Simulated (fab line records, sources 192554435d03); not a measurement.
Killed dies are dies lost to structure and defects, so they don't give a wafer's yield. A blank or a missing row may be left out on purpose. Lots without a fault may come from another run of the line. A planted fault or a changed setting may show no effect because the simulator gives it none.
Which tool did it? | flow n5_finfet | 11 lots, 33 wafers sampled, at 1 step of a route of 1938

WHAT THE GAUGES READ, wafer by wafer
N5_BEOL_M13_CD_MEAS_10: target cd 190 nm.
lot  | measured     | on        | cd_nm (nm)
L075 | day 10 19:46 | cd_sem-01 | 189.8 189.1 189.1
L078 | day 11 10:35 | cd_sem-02 | 189.5 189.7 188.4
L080 | day 12 00:47 | cd_sem-01 | 189.4 189.4 190.3
L083 | day 12 15:53 | cd_sem-01 | 187.4 185.7 187.4
L084 | day 13 05:59 | cd_sem-03 | 189.4 189.0 188.8
L085 | day 13 19:06 | cd_sem-02 | 191.0 189.5 190.0
L088 | day 13 23:22 | cd_sem-02 | 188.2 188.5 188.0
L090 | day 14 21:14 | cd_sem-02 | 189.6 188.5 188.7
L092 | day 15 07:25 | cd_sem-02 | 190.8 190.7 190.1
L094 | day 15 19:16 | cd_sem-02 | 189.8 190.6 189.1
L097 | day 16 09:36 | cd_sem-01 | 190.1 189.2 190.0

WHICH TOOL RAN EACH LOT (tool, then ch and the chambers of the sampled wafers, then the start)
The record holds no process step before these readings.

THE ANSWER, worked out from the rows above alone
Rule: what is usual is taken from the lots themselves. Put in order of their means at a reading, lots are off if they are a third of the lots or fewer, leave a main group of 4 or more, and stand apart from it by a gap of 3 or more times the standard deviation of the main group's means; of several such gaps the widest counts. A main group whose means are all the same, to the digits that the tables above print for the reading, isn't used. A lot without any number at a reading at which 4 lots or more have one is off too. The other lots that the step has rows for count as sound.
No lot is off at any reading shown: from this, nothing can be told.

WHAT THE SIMULATOR HAD PUT IN
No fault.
